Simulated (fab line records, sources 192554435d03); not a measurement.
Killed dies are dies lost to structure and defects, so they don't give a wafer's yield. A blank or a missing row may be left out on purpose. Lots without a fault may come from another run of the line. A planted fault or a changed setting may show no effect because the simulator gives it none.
A struck lot beside a sound one | flow n5_finfet | 39 steps out of a route of 1938
Sound: wafers L242.1, L242.3, L242.6. Struck: wafer L233.3. (L233.4, L233.6 of the same lot were not struck and are left out.) The cause comes at the end.
At each step with rows: each side's tool, then ch and its chambers, then its first start. Under that, the readings that differ: sound wafers | struck wafers | difference of the means | sigmas: that difference in standard deviations of wafers without a fault.
alike: readings whose means differ by less than 2 such deviations, and words and numbers that are the same on both sides. not compared: withheld readings, readings that some wafer has no value for, bounds like >300 that may hide the same value, and numbers for which the record gives no deviation and whose values overlap.
The two part at a step that has a row with sigmas, a row that says differs or no value, or rows on one side only. Numbers that don't overlap but have no deviation are shown without sigmas and don't part them. A reading that every wafer of one side lacks parts them only if that side has two wafers or more.

first, 10 steps without rows for these wafers: N5_MOL_CONTACT_COAG_SPUTTER_143 (material Co, target thk 2.5 nm); N5_MOL_CONTACT_COAG_CO_FILL_22 (material Co, precursor CCTBA/H2, target thk 20 nm); N5_MOL_CONTACT_COAG_ANNEAL_113 (time 300 s); N5_MOL_CONTACT_COAG_PRE_CLEAN_142 (time 60 s); N5_MOL_CONTACT_COAG_SPUTTER_130 (material Co, target thk 47.5 nm); N5_MOL_CONTACT_COAG_PRECLEAN_125 (cleans in DIW, time 57.5 s); N5_MOL_CONTACT_COAG_SRD_126 (dry time 32 s); N5_MOL_CONTACT_COAG_CMP_23 (polishes, stops on SiO2, t overpolish 1.5 s, target thk 0 nm); N5_MOL_CONTACT_COAG_WET_ETCH_26 (target Co, target depth 13 nm); N5_MOL_CONTACT_COAG_WET_ETCH_116 (etches the open film in SC1-inhibited, target depth 4.6 nm, rinse time 30 s).
N5_MOL_CONTACT_COAG_ALD_27: deposits SiOC, target thk 17 nm, pulse time 1.5 s, time 2720 s.
  sound on ald_sin-04 ch 0,2, day 10 06:59; struck on ald_sin-01 ch 0, day 8 01:34
  reading                                           | sound                | struck | difference | sigmas
  run_length_s (s)                                  | 2769.5 2769.9 2769.4 | 2119.2 | -650.4     | -99 or more
  time_s (s)                                        | 2720 2720 2720       | 2069.4 | -650.6     |
  model.SiOC_of_MOL_CONTACT_COAG_ALD_27.thk_nm (nm) | 17 17 17             | 13     | -4         |
  alike: heater_power_w, precursor_pulse_height_rel
then, 25 steps without rows for these wafers: N5_MOL_CONTACT_COAG_CMP_28 (polishes, stops on SiNx, t overpolish 0.85 s, target thk 14.522 nm); N5_MOL_CONTACT_COAG_ALD_123 (deposits SiNx, target thk 5 nm, pulse time 1 s, purge time 2 s); N5_MOL_CONTACT_COAG_PECVD_31 (deposits SiO2 from TEOS/O2, target thk 46 nm, time 8.9 s); N5_MOL_CONTACT_COAG_COAT_75 (time 60 s, resist thk 60 nm); N5_MOL_CONTACT_COAG_COAT_76 (time 60 s, resist thk 10 nm); N5_MOL_CONTACT_COAG_COAT_77 (time 60 s, resist thk 10 nm); N5_MOL_CONTACT_COAG_COAT_78 (resist thk 40 nm); N5_MOL_CONTACT_COAG_EBR_80; N5_MOL_CONTACT_COAG_SOFTBAKE_79 (time 60 s); N5_MOL_CONTACT_COAG_EXPOSE_81 (exposes mask VG, defocus 0 nm); N5_MOL_CONTACT_COAG_PEB_82 (peb time 60 s); N5_MOL_CONTACT_COAG_DEVELOP_83 (develop time 30 s); N5_MOL_CONTACT_COAG_DESCUM_88 (chemistry O2, time 7 s); N5_MOL_CONTACT_COAG_ETCH_89 (etches underlayer in N2/H2, target depth 13 nm, time 10.4 s); N5_MOL_CONTACT_COAG_ETCH_90 (etches SiARC in CF4, target depth 13 nm, time 21.7 s); N5_MOL_CONTACT_COAG_ALD_131 (deposits SiO2, target thk 5 nm, pulse time 1 s, co reactant pulse time 1 s); N5_MOL_CONTACT_COAG_ETCHBACK_132 (etches SiO2 in CHF3, target depth 10 nm, time 6.7 s); N5_MOL_CONTACT_COAG_ETCH_91 (etches SOC in N2/H2, target depth 60 nm, overetch 21 nm, time 101.2 s); N5_MOL_CONTACT_COAG_STRIP_92 (strips in N2/H2); N5_MOL_CONTACT_COAG_STRIP_93 (strips in N2/H2); N5_MOL_CONTACT_COAG_ETCHBACK_135 (etches SiO2 in CHF3, target depth 25 nm, time 16.7 s); N5_MOL_CONTACT_COAG_STRIP_118 (strips in CHF3); N5_MOL_CONTACT_COAG_VIA_ETCH_46 (etches SiO2 in C4F6/O2, target depth 46 nm, overetch 9.2 nm, time 40 s); N5_MOL_CONTACT_COAG_STRIP_96 (strips in N2/H2); N5_MOL_CONTACT_COAG_ETCH_47 (etches SiNx in CH3F/O2, stops on W, target depth 27 nm).
N5_MOL_CONTACT_COAG_ETCH_124: etches SiNx in CH3F/O2, stops on SiOC, target depth 6.5 nm.
  sound on rie_diel-01 ch 0,1,2, day 10 13:56; struck on rie_diel-05 ch 2, day 8 07:11
  reading      | sound       | struck | difference | sigmas
  rf_vpp_V (V) | 291 298 293 | 303    | +9         | +2
  alike: O2_flow_sccm, drypump_motor_current_A, oes_f_703_au, oes_product_au, showerhead_plenum_p_Torr, throttle_valve_pct
  not compared: rf_hours_counter_h, model.SiOC_of_MOL_CONTACT_COAG_ALD_27.thk_nm
N5_MOL_CONTACT_COAG_ETCH_48: etches SiOC in C4F6/O2, target depth 15 nm, overetch 4.5 nm, time 17 s.
  sound on rie_diel-01 ch 0,1,2, day 10 13:59; struck on rie_diel-05 ch 2, day 8 07:13
  reading             | sound           | struck | difference | sigmas
  O2_flow_sccm (sccm) | 10.03 9.98 9.99 | 9.92   | -0.08      | -3
  alike: drypump_motor_current_A, oes_f_703_au, oes_product_au, rf_vpp_V, showerhead_plenum_p_Torr, throttle_valve_pct
  not compared: rf_hours_counter_h, model.etch.depth_nm
-- the record jumps here: 3 days lie between the struck wafers' starts before and after (it left off in module MOL_CONTACT_COAG and takes up again in module BEOL_M4, whose first step shown is number 1111 of the route) --
N5_BEOL_M4_RC_MEAS_101:
  sound on prober-02 ch 0, day 13 03:35; struck on prober-02 ch 0, day 11 10:21
  reading       | sound          | struck | difference | sigmas
  ION_N (uA/um) | 686 669 661    | 698    | +26        | +2
  SS_N (mV/dec) | 71.7 71.2 71.2 | 72.6   | +1.2       | +2
  alike: DIBL_N, DIBL_P, IOFF_N, IOFF_P, ION_P, SS_P, VT_N, VT_P

WHERE THEY PART
First at N5_MOL_CONTACT_COAG_ALD_27; last, within this record, at N5_BEOL_M4_RC_MEAS_101.

WHY: what the simulator had put in
Process parameter drift: ald_sin-01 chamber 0, from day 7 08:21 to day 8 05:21, at N5_MOL_CONTACT_COAG_ALD_27. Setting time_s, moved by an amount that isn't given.
